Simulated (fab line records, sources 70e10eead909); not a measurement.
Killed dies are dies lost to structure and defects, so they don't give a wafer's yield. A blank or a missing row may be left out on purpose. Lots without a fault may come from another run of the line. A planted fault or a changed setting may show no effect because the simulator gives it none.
fab line records | flow nand_harc
record lots=6 wafers=18 last_day=33
route steps=1302 shown THIN_TSV@1285 END@1301
lots that met no fault: from a run of the same line without faults
start_h: hours from the record's first day to the start of the lot's first wafer shown | wait_h: hours since the lot's step before | " the same as in the row above | L1.1+2: a row that stands for several wafers | - no value, or no start given | * or withheld: withheld | < > ~ a bound
route shown NAME@n: a module of which the file shows steps, and the number in the route of the first | usual: mean/standard deviation of fault-free wafers | same: alike in all rows | chamber/n: place in a boat | sites: the reading at each site | _std_site: their standard deviation | _edge_site: outer sites' mean less inner sites' | radius_mm: how far each site lies from the wafer's centre | mask NAME#n: copy n | behind: the tool/chamber that last shaped the wafer | hold: why the lot was held/for how many hours/how that ended | device: the transistor (n, p or np) that didn't switch | end of line: the same wafers' tests at the end of the route | a step without rows: its recipe alone | killed: dies lost to structure and defects at the first sort, not the wafer's yield | map: a wafer's dies, x killed, . not, _ none there
set.NAME: the setting as run; set.NAME@STEP: as run at that earlier step | model.NAME: the simulator's own value behind a step, which no gauge read
lots at some steps of the route; a table a step, a row a wafer
services: from which hour (start_h, from the record's first day; less than 0 if before it) a tool's chamber was out of use, for how many hours, and why
## steps
# step NHARC_THIN_TSV_COAT_27
# recipe spin_rpm=*
# step NHARC_THIN_TSV_SOFTBAKE_28
# recipe temp_c=122 time_s=95
# step NHARC_THIN_TSV_EBR_29
# step NHARC_THIN_TSV_EXPOSE_30
# recipe na=0.55 dose_mj=11.47 mask_id=PAD
# step NHARC_THIN_TSV_PEB_31
# recipe peb_temp_c=118 peb_time_s=85
# step NHARC_THIN_TSV_DEVELOP_32
# recipe time_s=70
# step NHARC_THIN_TSV_CD_MEAS_33
# recipe target_cd_nm=5000 landing_energy_ev=500
# usual cd_nm=5001.8/2.9
# columns lot.wafer tool chamber start_h wait_h cd_nm
L325.2 cd_sem-01 0 578.36 - 5003.8
L325.4 " 0 " " 5004.2
L325.6 " 0 " " 4999.7
L324.2 cd_sem-01 0 579.87 - 4999.0
L324.3 " 0 " " 5002.7
L324.4 " 0 " " 5002.2
L337.1 cd_sem-03 0 729.64 - 5003.2
L337.4 " 0 " " 4999.9
L337.5 " 0 " " 5004.7
L339.3 cd_sem-01 0 732.29 - 5003.6
L339.5 " 0 " " 5007.5
L339.6 " 0 " " 5002.9
L343.1 cd_sem-03 0 769.79 - 5001.1
L343.4 " 0 " " 5004.2
L343.6 " 0 " " 5003.2
L342.1 cd_sem-02 0 770.93 - 5006.1
L342.2 " 0 " " 5007.5
L342.6 " 0 " " 5006.5
# step NHARC_THIN_TSV_HARDBAKE_34
# recipe temp_c=125 time_s=80
# step NHARC_THIN_TSV_DESCUM_35
# recipe time_s=3 o2_flow_sccm=200 ar_flow_sccm=0 bias_power_w=0 chemistry=O2
# usual drypump_motor_current_A=5.8/0.36 o2_flow_sccm=200.1/0.57 oes_product_au=0.994/0.014 rf_vpp_V=57.8/0.93 showerhead_plenum_p_Torr=1.93/0.073 throttle_valve_pct=11.311/0.0082
# same bias_power_w=0
# columns lot.wafer tool chamber start_h wait_h drypump_motor_current_A o2_flow_sccm oes_product_au rf_hours_counter_h rf_vpp_V showerhead_plenum_p_Torr throttle_valve_pct
L325.2 rie_diel-01 3 578.52 - 6.0 200.9 1.006 0.8 58.1 2.04 11.315
L325.4 " 1 " " 5.3 199.9 1.020 0.8 57.7 1.95 11.309
L325.6 " 0 " " 6.0 200.0 0.985 - 57.4 1.89 11.283
L324.4 rie_diel-06 0 580.03 - 5.5 198.7 0.968 6.1 58.5 1.97 11.306
L324.3 " 1 " " 6.7 200.2 1.013 6.4 58.0 1.95 11.304
L324.2 " 2 " " 5.8 200.2 0.997 5.2 57.4 1.84 11.302
L337.1 rie_diel-01 1 729.83 - 5.3 199.7 1.007 7.0 56.9 1.95 11.312
L337.4 " 2 " " 5.6 200.6 0.981 7.4 57.2 1.89 11.300
L337.5 " 0 " " 6.0 199.5 0.993 - 56.8 1.89 11.301
L339.3 rie_diel-01 1 732.50 - 5.4 199.8 1.010 7.0 56.2 1.95 11.316
L339.5 " 2 " " 5.6 200.7 0.981 - 57.3 1.89 11.302
L339.6 " 3 " " 6.0 199.2 0.991 - 57.7 2.04 11.308
L343.4 rie_diel-08 3 769.95 - 5.6 199.8 0.995 2.9 57.0 1.83 11.309
L343.1 " 2 " " 5.8 200.1 0.991 2.7 59.0 2.05 11.315
L343.6 " 0 " " 5.5 199.8 1.000 - 58.1 1.87 11.313
L342.1 rie_diel-06 1 771.10 - 6.7 200.8 0.977 4.7 59.6 1.94 11.317
L342.2 " 2 " " 5.8 199.5 1.002 3.4 56.1 1.83 11.308
L342.6 " 0 " " 5.5 200.2 0.985 - 59.1 1.97 11.320
# step NHARC_THIN_TSV_ETCH_59
# recipe target_depth_a=8800 icp_w=900 bias_w=100 Cl2_flow_sccm=60 bcl3_flow_sccm=30 time_s=138.1 chemistry=Cl2/BCl3
# usual drypump_motor_current_A=5.69/0.21 oes_product_au=1.008/0.0093 throttle_valve_pct=22.263/0.0092
# columns lot.wafer tool chamber start_h wait_h drypump_motor_current_A oes_product_au rf_hours_counter_h throttle_valve_pct
L325.2 rie_metal-03 1 578.68 0.2 5.89 1.001 1.0 22.274
L325.4 " 1 " " 5.90 1.004 - 22.260
L325.6 " 0 " " 5.94 1.011 - 22.266
L324.2 rie_metal-02 1 580.18 0.1 5.55 1.016 2.1 22.267
L324.3 " 0 " " 5.53 1.010 - 22.248
L324.4 " 1 " " 5.54 1.013 - 22.261
L337.1 rie_metal-02 1 729.97 0.1 5.56 1.021 1.9 22.251
L337.4 " 1 " " 5.57 1.024 - 22.263
L337.5 " 0 " " 5.52 1.010 - 22.255
L339.3 rie_metal-03 0 732.66 0.1 5.92 1.011 - 22.270
L339.6 " 0 " " 5.90 1.005 - 22.268
L339.5 " 1 " " 5.91 1.002 - 22.258
L343.1 rie_metal-03 0 770.07 0.1 5.88 1.000 1.1 22.269
L343.4 " 0 " " 5.92 0.995 - 22.256
L343.6 " 0 " " 5.91 0.989 - 22.263
L342.2 rie_metal-01 0 771.21 0.1 5.37 1.003 0.1 22.275
L342.1 " 1 " " 5.91 1.028 0.1 22.244
L342.6 " 1 " " 5.87 1.025 - 22.253
# step NHARC_THIN_TSV_ETCH_36
# recipe target_depth_a=650 over_etch_frac=0.3 time_s=18.571 ion_energy_ev=150 chemistry=Cl2/BCl3
# usual drypump_motor_current_A=5.69/0.21 oes_product_au=1.008/0.0091
# columns lot.wafer tool chamber start_h wait_h drypump_motor_current_A oes_product_au rf_hours_counter_h
L325.2 rie_metal-03 1 578.91 0.2 5.91 0.994 1.1
L325.4 " 0 " " 5.89 0.996 -
L325.6 " 1 " " 5.90 0.990 -
L324.2 rie_metal-02 0 580.41 0.2 5.57 1.005 2.2
L324.3 " 1 " " 5.55 1.016 -
L324.4 " 0 " " 5.56 1.005 -
L337.1 rie_metal-02 1 730.19 0.2 5.56 1.008 2.0
L337.4 " 0 " " 5.53 1.007 -
L337.5 " 1 " " 5.56 1.003 -
L339.3 rie_metal-03 1 732.86 0.2 5.91 0.992 -
L339.6 " 1 " " 5.92 0.997 -
L339.5 " 0 " " 5.90 1.003 -
L343.1 rie_metal-03 0 770.34 0.2 5.92 1.002 1.2
L343.4 " 0 " " 5.91 0.999 -
L343.6 " 1 " " 5.91 1.021 -
L342.2 rie_metal-01 1 771.47 0.2 5.90 1.022 0.2
L342.1 " 0 " " 5.37 1.000 0.2
L342.6 " 0 " " 5.38 1.013 -
# step NHARC_THIN_TSV_STRIP_56
# recipe power_w=1500 temp_c=250 chemistry=O2
# usual drypump_motor_current_A=5.9/0.5 heater_power_w=320/38
# columns lot.wafer tool chamber start_h wait_h drypump_motor_current_A heater_power_w rf_hours_counter_h
L325.2 plasma_asher-01 0 579.05 0.1 5.6 260 12
L325.4 " 0 " " 5.6 270 -
L325.6 " 1 " " 6.5 317 -
L324.2 plasma_asher-02 0 580.50 0.1 6.1 371 31
L324.3 " 0 " " 6.1 375 -
L324.4 " 1 " " 5.2 342 -
L337.1 plasma_asher-01 0 730.34 0.1 5.6 270 5
L337.4 " 0 " " 5.6 267 -
L337.5 " 1 " " 6.5 335 -
L339.3 plasma_asher-01 0 733.08 0.2 5.6 269 -
L339.5 " 1 " " 6.5 346 -
L339.6 " 0 " " 5.6 266 -
L343.1 plasma_asher-02 0 770.43 0.1 6.1 356 32
L343.4 " 1 " " 5.2 346 -
L343.6 " 1 " " 5.2 350 -
L342.2 plasma_asher-01 0 771.57 0.1 5.6 273 13
L342.1 " 1 " " 6.5 326 13
L342.6 " 1 " " 6.5 322 -
# step NHARC_THIN_TSV_STRIP_57
# recipe time_s=1200 temp_c=72.5 chemistry=post_etch_residue_remover
# columns lot.wafer tool chamber start_h wait_h
L325.6+4+2 wet_bench-08 7,0,1 579.36 0.1
L324.4+2+3 wet_bench-10 0,1,5 580.86 0.2
L337.4+1+5 wet_bench-08 6,0,1 730.65 0.2
L339.5+6+3 wet_bench-08 6,0,1 733.31 0.1
L343.1+6+4 wet_bench-10 3,4,7 770.79 0.3
L342.1+6+2 wet_bench-10 7,0,1 771.93 0.3
# step NHARC_THIN_TSV_CD_MEAS_37
# usual cd_nm=5000/3.8
# columns lot.wafer tool chamber start_h wait_h cd_nm
L325.2 cd_sem-03 - 579.80 - 5003
L325.4 " - " " 5002
L325.6 " - " " 5000
L324.2 cd_sem-01 - 581.32 - 4993
L324.3 " - " " 5002
L324.4 " - " " 4999
L337.1 cd_sem-03 - 731.08 - 5000
L337.4 " - " " 4997
L337.5 " - " " 5007
L339.3 cd_sem-03 - 733.74 - 5002
L339.5 " - " " 5008
L339.6 " - " " 4999
L343.1 cd_sem-03 - 771.23 - 5002
L343.4 " - " " 4999
L343.6 " - " " 5000
L342.1 cd_sem-02 - 772.37 - 5004
L342.2 " - " " 5006
L342.6 " - " " 5006
# step NHARC_THIN_TSV_ANNEAL_58
# recipe temp_c=400 time_s=1800
# step NHARC_THIN_TSV_INSPECT_40
# usual raw_defect_count=542/88
# columns lot.wafer tool chamber start_h wait_h raw_defect_count
L325.2 defect_inspect-01 - 584.46 0.4 487
L325.4 " - " " 433
L325.6 " - " " 472
L324.2 defect_inspect-02 - 584.46 0.4 562
L324.3 " - " " 617
L324.4 " - " " 585
L337.1 defect_inspect-01 - 735.04 0.4 1588
L337.4 " - " " 1727
L337.5 " - " " 1684
L339.3 defect_inspect-02 - 738.25 0.4 1635
L339.5 " - " " 1779
L339.6 " - " " 1714
L342.1 defect_inspect-02 - 777.22 0.4 529
L342.2 " - " " 554
L342.6 " - " " 589
L343.1 defect_inspect-01 - 777.22 0.4 510
L343.4 " - " " 577
L343.6 " - " " 632
# step NHARC_END_WLT_00
# usual VT_DECK1_BOTTOM=0.870/0.0089 VT_DECK1_BOTTOM_INNER=0.870/0.0089 VT_DECK1_MEDIAN_NEAR_BOTTOM=0.871/0.0094 VT_DECK1_MEDIAN_NEAR_BOTTOM_INNER=0.871/0.0092 VT_DECK1_MIDDLE=0.883/0.0078 VT_DECK1_MIDDLE_INNER=0.883/0.008 VT_DECK1_TOP=0.896/0.0077 VT_DECK1_TOP_INNER=0.895/0.0082 VT_DECK2_BOTTOM=0.871/0.0083 VT_DECK2_BOTTOM_INNER=0.871/0.0078 VT_DECK2_MEDIAN_NEAR_BOTTOM=0.872/0.0082 VT_DECK2_MEDIAN_NEAR_BOTTOM_INNER=0.872/0.0086 VT_DECK2_MIDDLE=0.884/0.0073 VT_DECK2_MIDDLE_INNER=0.883/0.008 VT_DECK2_TOP=0.894/0.0072 VT_DECK2_TOP_INNER=0.894/0.0075
# columns lot.wafer tool chamber start_h wait_h VT_DECK1_BOTTOM VT_DECK1_BOTTOM_INNER VT_DECK1_MEDIAN_NEAR_BOTTOM VT_DECK1_MEDIAN_NEAR_BOTTOM_INNER VT_DECK1_MIDDLE VT_DECK1_MIDDLE_INNER VT_DECK1_TOP VT_DECK1_TOP_INNER VT_DECK2_BOTTOM VT_DECK2_BOTTOM_INNER VT_DECK2_MEDIAN_NEAR_BOTTOM VT_DECK2_MEDIAN_NEAR_BOTTOM_INNER VT_DECK2_MIDDLE VT_DECK2_MIDDLE_INNER VT_DECK2_TOP VT_DECK2_TOP_INNER
L325.2 prober-01 - 585.00 0.5 0.861 0.865 0.858 0.868 0.873 0.884 0.882 0.879 0.865 0.864 0.865 0.872 0.875 0.887 0.898 0.892
L325.4 " - 586.00 1.5 0.854 0.857 0.851 0.853 0.874 0.868 0.877 0.885 0.868 0.869 0.872 0.872 0.880 0.874 0.891 0.891
L325.6 " - " " 0.858 0.858 0.862 0.856 0.876 0.868 0.890 0.893 0.867 0.871 0.871 0.871 0.880 0.874 0.892 0.891
L324.2 prober-02 - 585.02 0.6 0.875 0.881 0.886 0.885 0.887 0.892 0.898 0.902 0.868 0.870 0.875 0.872 0.885 0.892 0.899 0.899
L324.3 " - " " 0.870 0.868 0.866 0.872 0.879 0.890 0.897 0.903 0.876 0.877 0.881 0.874 0.892 0.884 0.899 0.899
L324.4 " - " " 0.861 0.864 0.861 0.864 0.890 0.889 0.901 0.903 0.870 0.880 0.872 0.874 0.891 0.886 0.897 0.902
L337.1 prober-02 - 735.10 0.1 0.882 0.881 0.878 0.879 0.897 0.891 0.902 0.897 0.861 0.858 0.862 0.860 0.873 0.869 0.889 0.882
L337.4 " - 736.59 1.5 0.881 0.885 0.875 0.880 0.888 0.883 0.899 0.899 0.862 0.855 0.856 0.851 0.870 0.874 0.886 0.887
L337.5 " - " " 0.874 0.881 0.877 0.877 0.886 0.886 0.900 0.905 0.853 0.859 0.857 0.861 0.875 0.875 0.896 0.889
L339.3 prober-02 - 743.82 5.6 0.851 0.848 0.850 0.852 0.867 0.873 0.887 0.882 0.876 0.882 0.878 0.876 0.900 0.880 0.898 0.906
L339.5 " - 744.82 6.6 0.868 0.861 0.869 0.865 0.877 0.878 0.880 0.885 0.878 0.875 0.872 0.870 0.882 0.881 0.898 0.898
L339.6 " - " " 0.865 0.865 0.867 0.861 0.877 0.884 0.889 0.885 0.874 0.876 0.891 0.880 0.893 0.895 0.900 0.907
L343.1 prober-01 - 777.26 0.0 0.879 0.879 0.878 0.874 0.887 0.889 0.899 0.905 0.865 0.857 0.856 0.857 0.876 0.862 0.886 0.887
L343.4 " - 778.81 1.6 0.865 0.873 0.872 0.877 0.871 0.887 0.903 0.901 0.847 0.854 0.858 0.859 0.863 0.872 0.880 0.891
L343.6 " - 779.83 2.6 0.858 0.869 0.866 0.866 0.879 0.880 0.901 0.899 0.853 0.853 0.857 0.854 0.865 0.863 0.885 0.874
L342.1 prober-02 - 777.28 0.1 0.853 0.854 0.855 0.858 0.874 0.879 0.896 0.898 0.874 0.865 0.879 0.872 0.884 0.890 0.895 0.891
L342.2 " - " " 0.864 0.862 0.859 0.867 0.876 0.877 0.893 0.882 0.878 0.879 0.878 0.887 0.884 0.891 0.889 0.896
L342.6 " - 779.77 2.5 0.861 0.867 0.864 0.866 0.876 0.881 0.890 0.892 0.863 0.872 0.872 0.864 0.881 0.876 0.898 0.891
# step NHARC_END_SORT_01
# recipe temp_c=25
# usual defect_limited_yield=90/3.1 killed_at_array=59/20 killed_at_other=0.8/1.1 killed_at_periphery=5/3.1 killed_dies=64/21 killed_open=3.4/1.9 killed_short=2.3/1.7
# same gross_dies=677
# columns lot.wafer tool chamber start_h wait_h defect_limited_yield[%] killed_at_array killed_at_other killed_at_periphery killed_dies killed_open killed_short
L325.2 prober-01 0 588.29 2.8 97 14 1 4 19 2 3
L325.4 prober-01 0 589.89 3.4 97 17 1 5 23 2 4
L325.6 prober-01 0 591.49 4.0 96 26 1 1 28 8 0
L324.2 prober-02 0 588.34 2.8 88 79 0 2 81 4 1
L324.3 prober-02 0 589.15 3.1 89 72 0 2 74 3 2
L324.4 prober-02 0 589.95 3.4 88 78 1 3 82 2 2
L337.1 prober-02 0 738.07 2.5 79 48 87 8 143 6 4
L337.4 prober-02 0 740.44 3.4 80 52 74 7 133 4 1
L337.5 prober-02 0 741.23 3.7 86 32 59 7 98 3 1
L339.3 prober-02 0 747.42 3.1 85 35 59 9 103 5 4
L339.5 prober-02 0 749.01 3.7 76 81 74 10 165 2 3
L339.6 prober-02 0 749.80 4.0 74 82 83 10 175 5 0
L342.1 prober-02 0 780.27 2.5 89 62 2 9 73 3 5
L342.2 prober-02 0 781.07 2.8 91 52 1 5 58 7 3
L342.6 prober-02 0 784.30 4.0 90 59 3 7 69 3 2
# killed by level:class
L325.2 A_CHANNEL_HOLE_D2:chamber_film_flake=7 A_CHANNEL_FILL_D1:geometric_particle:short=2 P_GATE:chamber_film_flake=2 P_STI:geometric_particle:open=1 A_DECK1_JOINT:geometric_particle:short=1 A_CHANNEL_FILL_D2:geometric_particle:open=1 P_STI:chamber_film_flake=1 A_DECK1_JOINT:chamber_film_flake=1
L324.2 A_SLIT:chamber_film_flake=34 A_CHANNEL_HOLE_D2:chamber_film_flake=32 A_STAIRCASE:chamber_film_flake=8 P_CONTACT:geometric_particle:open=1 A_ONON_D1:geometric_particle:short=1 A_ONON_D2:geometric_particle:open=1 A_CONTACT:geometric_particle:open=1 A_BLC:geometric_particle:open=1
L324.3 A_CHANNEL_HOLE_D2:chamber_film_flake=31 A_SLIT:chamber_film_flake=24 A_STAIRCASE:chamber_film_flake=7 A_M0:geometric_particle:open=2 A_CONTACT:chamber_film_flake=2 A_CHANNEL_HOLE_D1:geometric_particle:short=1 A_ONON_D2:geometric_particle:short=1 A_ONON_D2:geometric_particle:open=1
L325.4 A_CHANNEL_HOLE_D2:chamber_film_flake=7 A_SOURCE_PLATE:geometric_particle:short=2 A_CHANNEL_HOLE_D1:chamber_film_flake=2 A_CONTACT:chamber_film_flake=2 P_ZERO_WELL:geometric_particle:open=1 P_M2:geometric_particle:open=1 P_M2:geometric_particle:short=1 A_BLC:geometric_particle:short=1
L324.4 A_CHANNEL_HOLE_D2:chamber_film_flake=32 A_SLIT:chamber_film_flake=31 A_STAIRCASE:chamber_film_flake=5 A_CHANNEL_HOLE_D1:chamber_film_flake=4 A_CONTACT:chamber_film_flake=3 P_CONTACT:geometric_particle:short=1 P_M0:geometric_particle:open=1 A_CHANNEL_FILL_D1:geometric_particle:short=1
L325.6 A_CHANNEL_HOLE_D2:chamber_film_flake=7 A_CHANNEL_HOLE_D1:chamber_film_flake=4 A_STAIRCASE:chamber_film_flake=4 A_ONON_D2:geometric_particle:open=3 A_ONON_D1:geometric_particle:open=1 A_CHANNEL_FILL_D1:geometric_particle:open=1 A_DECK1_JOINT:geometric_particle:open=1 A_SGD_CUT:geometric_particle:open=1
L337.1 THIN_TSV:unspecified=86 A_CHANNEL_HOLE_D2:chamber_film_flake=24 A_CONTACT:chamber_film_flake=8 A_CHANNEL_HOLE_D1:chamber_film_flake=6 A_SLIT:chamber_film_flake=3 P_STI:chamber_film_flake=2 P_GATE:chamber_film_flake=2 P_GATE:geometric_particle:short=1
L337.4 THIN_TSV:unspecified=73 A_CHANNEL_HOLE_D2:chamber_film_flake=28 A_CONTACT:chamber_film_flake=6 A_CHANNEL_HOLE_D1:chamber_film_flake=5 P_BONDPAD:chamber_film_flake=4 A_CHANNEL_FILL_D1:chamber_film_flake=4 A_STAIRCASE:chamber_film_flake=4 P_STI:chamber_film_flake=3
L337.5 THIN_TSV:unspecified=58 A_CHANNEL_HOLE_D2:chamber_film_flake=11 A_CONTACT:chamber_film_flake=4 A_CHANNEL_FILL_D1:chamber_film_flake=4 A_STAIRCASE:chamber_film_flake=4 A_SLIT:chamber_film_flake=4 P_STI:chamber_film_flake=3 P_GATE:chamber_film_flake=2
L339.3 THIN_TSV:unspecified=58 A_SLIT:chamber_film_flake=8 A_CHANNEL_FILL_D1:chamber_film_flake=6 A_CHANNEL_HOLE_D2:chamber_film_flake=5 P_M0:chamber_film_flake=4 A_WL_FILL:chamber_film_flake=3 A_ONON_D1:geometric_particle:open=2 P_STI:chamber_film_flake=2
L339.5 THIN_TSV:unspecified=72 A_CHANNEL_HOLE_D2:chamber_film_flake=31 A_SLIT:chamber_film_flake=26 A_CHANNEL_HOLE_D1:chamber_film_flake=6 P_CONTACT:chamber_film_flake=4 P_M0:chamber_film_flake=4 A_STAIRCASE:chamber_film_flake=4 A_CONTACT:chamber_film_flake=4
L339.6 THIN_TSV:unspecified=81 A_SLIT:chamber_film_flake=33 A_CHANNEL_HOLE_D2:chamber_film_flake=18 A_CHANNEL_HOLE_D1:chamber_film_flake=8 A_WL_FILL:chamber_film_flake=6 P_CONTACT:chamber_film_flake=5 A_STAIRCASE:chamber_film_flake=5 A_CONTACT:chamber_film_flake=4
L342.1 A_CHANNEL_HOLE_D2:chamber_film_flake=29 A_SLIT:chamber_film_flake=12 A_CHANNEL_HOLE_D1:chamber_film_flake=8 A_CONTACT:chamber_film_flake=5 P_GATE:chamber_film_flake=4 A_ZERO_WELL:chamber_film_flake=3 THIN_TSV:chamber_film_flake=2 P_CONTACT:geometric_particle:short=1
L342.2 A_CHANNEL_HOLE_D2:chamber_film_flake=16 A_CHANNEL_HOLE_D1:chamber_film_flake=9 A_SLIT:chamber_film_flake=8 A_CONTACT:chamber_film_flake=7 A_WL_FILL:chamber_film_flake=3 A_CHANNEL_FILL_D1:geometric_particle:short=2 A_CHANNEL_FILL_D1:geometric_particle:open=2 P_GATE:chamber_film_flake=2
L342.6 A_CHANNEL_HOLE_D2:chamber_film_flake=34 A_CHANNEL_HOLE_D1:chamber_film_flake=10 A_SLIT:chamber_film_flake=8 A_WL_FILL:chamber_film_flake=2 P_ZERO_WELL:chamber_film_flake=2 THIN_TSV:chamber_film_flake=2 P_GATE:geometric_particle:short=1 P_CONTACT:geometric_particle:short=1
# map L337.1 (x killed, . not)
____________.____________
_________......._________
_______..........._______
______.............______
_____.xx............_____
____xx...............____
____xxx..............____
___..xx...............___
___x.xxxx.........x...___
__x..xxx.x.............__
__.xxxxx....x...x......__
_....xxxxx.............x_
_.xxxxxx................_
_xx...x..x.............._
_xxxxxx.x..............._
_xxxxxx..x.............._
xxxxxxx.x................
xxxxxxxx..........x......
xxxxxxxx.................
xxxxxxxx..............x..
xxxxxx.x..........x......
_xxxxxxx..x............._
_xxxxxx................._
_xxxxxxx................_
_xxxxx.................._
_xxxxx.................._
__x.xx.....x...........__
__.....................__
___......x.....x......___
___x...........x......___
____.......x.........____
____.....x.xx........____
_____..............._____
______...x.........______
_______..........._______
_________......._________
____________.____________
# map L339.6 (x killed, . not)
____________.____________
_________.....xx_________
_______......xxxxx_______
______......xx.xxx.______
_____.........xxxxx._____
____.xxx....xxxxxx..x____
____xxx......x..x....____
___x.x.x.........x....___
___xxxxxx...x.........___
__.xxxxx..........x....__
__..x.x...........xx.x.__
_....xxx.x.............._
_....xxxxx........x..x.._
_xx.xx.x................_
_xxxxx.................._
_xxxxxx.x.....x....x...._
xxxxxxxx......x.....x....
xxxxxxxx...........x.....
xxxxxxxx.................
xxxxxxx.x................
xxxxxxxxx...xx...x.......
_xxxxxxx...............x_
_xxxxxx...x.......x.x..._
_xxxxx......x..........._
_xxxxx.......x....x....._
_xxxxx.................._
__.x...................__
__.x...........x.......__
___...................___
___..........x........___
____......x..........____
____.......x......x..____
_____...x..........._____
______.............______
_______........x.._______
_________......._________
____________.____________
## services
# columns tool chamber start_h hours kind
rie_diel-01 - 557.93 9.0 pm
plasma_asher-02 - 573.11 7.3 repair
rie_metal-01 - 575.00 9.0 pm
rie_diel-01 1 586.07 6.8 repair
plasma_asher-02 - 589.14 1.1 repair
plasma_asher-02 - 603.25 9.0 pm
rie_diel-01 3 616.09 7.3 repair
plasma_asher-02 - 619.87 3.2 repair
rie_metal-02 - 631.24 9.0 pm
rie_metal-01 1 632.83 2.0 repair
rie_diel-08 2 643.10 1.5 repair
wet_bench-08 - 646.42 8.0 pm
rie_diel-06 2 660.39 10.5 repair
rie_diel-06 - 661.20 9.0 pm
wet_bench-10 - 663.20 8.0 pm
rie_diel-01 2 690.26 2.0 repair
wet_bench-08 - 695.44 2.8 repair
rie_metal-03 - 696.00 9.0 pm
plasma_asher-01 - 696.11 9.0 pm
rie_diel-08 - 722.12 9.0 pm
rie_diel-06 2 731.53 22.5 repair
rie_diel-01 - 734.93 9.0 pm
rie_diel-06 3 738.03 3.6 repair
rie_metal-01 - 752.00 9.0 pm
## key
first_sign step=NHARC_THIN_TSV_INSPECT_40 reading=raw_defect_count direction=up sigmas=13 usual=542 struck=1688
effect step=NHARC_END_SORT_01 reading=killed_at_other direction=up sigmas=68 usual=0.8 struck=72.7
more_kills_born_at NHARC_THIN_TSV_STRIP_57@wet_bench-08=428
met_at NHARC_THIN_TSV_STRIP_57
struck_wafers L337.1,L337.4,L337.5,L339.3,L339.5,L339.6
onset_between 579.36 730.65
also_fits NHARC_THIN_TSV_DESCUM_35:rie_diel-01
fault kind=chamber_particle_source tool=wet_bench-08 chamber=- onset_h=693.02 steps=NHARC_THIN_TSV_STRIP_57 rate_per_visit_cm2=1.8012
